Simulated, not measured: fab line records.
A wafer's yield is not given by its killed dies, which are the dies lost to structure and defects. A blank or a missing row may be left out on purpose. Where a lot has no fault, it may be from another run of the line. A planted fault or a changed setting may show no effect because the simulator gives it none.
Struck lot and sound lot, side by side	flow n5 finfet	15 steps out of a route of 1938
Sound: these wafers, L992.2, L992.5, L992.6. Wafers struck: L993.3, L993.4, L993.5. Last of all comes the cause.
At each step with rows: each side's tool, then ch and its chambers, then its first start. Under that, the readings that differ: sound wafers	struck wafers	difference of the means	sigmas: that difference in standard deviations of wafers without a fault.
alike: readings whose means differ by less than 2 such deviations, and words and numbers that are the same on both sides. not compared: withheld readings, readings that some wafer has no value for, bounds like >300 that may hide the same value, and numbers for which the record gives no deviation and whose values overlap.
A row with sigmas, a row that says differs or no value, or rows on one side alone: a step with any of these is where the two part. Non-overlapping numbers with no deviation appear without sigmas and do not part them. A reading missing from all wafers of one side parts the sides only when that side holds two or more wafers.

N5_GATE_CUT_ETCH_19: etches SiNx in CH3F/O2, target depth 53.7 nm, time 76.7 s.
  sound on rie diel-06 ch 0,2, day 8 00:28; struck on rie diel-03 ch 1,2,3, day 8 05:25
  alike: drypump motor current A, etch rf on time s, oes_ar_750_au, oes product au, rf vpp V, showerhead plenum p Torr, throttle valve pct
  not compared: rf hours counter h
then, 1 step without rows for these wafers: N5_GATE_CUT_CUT_ETCH_53 (etches W in SF6/Cl2, target depth 79.2 nm).
N5_GATE_CUT_CUT_ETCH_54: etches TiN in Cl2/BCl3, target depth 96.7 nm.
  sound on rie metal-01 ch 0,1, day 8 00:38; struck on rie metal-03 ch 0,1, day 8 05:37
reading	sound	struck	difference	sigmas
he backside leak sccm (sccm)	3.48 3.67 3.47	3.14 2.79 2.97	-0.57	-2
  alike: drypump motor current A, etch rf on time s, oes_ar_750_au, oes product au, throttle valve pct
  not compared: rf hours counter h
N5_GATE_CUT_CUT_ETCH_55: etches HfO2 in BCl3, target depth 3.2 nm.
  sound on rie metal-01 ch 0,1, day 8 00:42; struck on rie metal-03 ch 0,1, day 8 05:40
  alike: drypump motor current A, he backside leak sccm, oes product au, throttle valve pct
  not compared: rf hours counter h
then, 2 steps without rows for these wafers: N5_GATE_CUT_ETCH_47 (etches SiO2 in Cl2/BCl3, target depth 10 nm); N5_GATE_CUT_VAPOR_ETCH_48 (etches TiN in BCl3/Cl2).
N5_GATE_CUT_VAPOR_ETCH_49: etches TiAlC in BCl3/Cl2.
  sound on rie metal-01 ch 0,1, day 8 00:47; struck on rie metal-03 ch 0,1, day 8 05:45
  alike: drypump motor current A, he backside leak sccm, oes product au
N5_GATE_CUT_VAPOR_ETCH_51: etches HfO2 in BCl3/Cl2.
  sound on rie metal-01 ch 0,1, day 8 00:49; struck on rie metal-03 ch 0,1, day 8 05:47
  alike: drypump motor current A, he backside leak sccm, oes product au
then, 4 steps without rows for these wafers: N5_GATE_CUT_STRIP_21 (strips in N2/H2, time 30 s); N5_GATE_CUT_STRIP_29 (strips in post etch residue remover, time 60 s); N5_GATE_CUT_SRD_52 (time 30 s); N5_GATE_CUT_ALD_22 (deposits SiNx, target thk 16 nm, pulse time 1 s, ald cycles 320).
N5_GATE_CUT_CMP_23: polishes, stops on SiO2, t overpolish 23.4 s, target thk 16 nm.
  sound on cmp-02 ch 1,2, day 8 02:31; struck on cmp-04 ch 1,2, day 8 07:28
reading	sound	struck	difference	sigmas
platen rpm (rpm)	51.82 51.86 51.72	49.71 49.72 49.71	-2.09	-60
  alike: motor current A, overpolish run s, time to endpoint s
N5_GATE_CUT_THK_MEAS_24:
  sound on film metro-02 at day 8 02:49; struck on film metro-01 at day 8 07:46
  alike: GC_FILL_THK
-- the record jumps here: 9 days lie between the struck wafers' starts before and after (it left off in module GATE_CUT and takes up again in module PASSIVATION, whose first step shown is number 1936 of the route) --
N5_PASSIVATION_PROBE_49:
  sound on prober-02 at day 16 20:56; struck on prober-02 at day 16 21:34
reading	sound	struck	difference	sigmas
killed at other	5 14 9	0 1 2	-8	-3
  alike: killed_at_M0_to_M3, killed_at_M4_up, killed at contacts, killed at front end, killed dies, killed on rim, killed open, killed short

WHERE THEY PART
First at N5_GATE_CUT_CUT_ETCH_54; last, within this record, at N5_PASSIVATION_PROBE_49.

WHY: what the simulator had put in
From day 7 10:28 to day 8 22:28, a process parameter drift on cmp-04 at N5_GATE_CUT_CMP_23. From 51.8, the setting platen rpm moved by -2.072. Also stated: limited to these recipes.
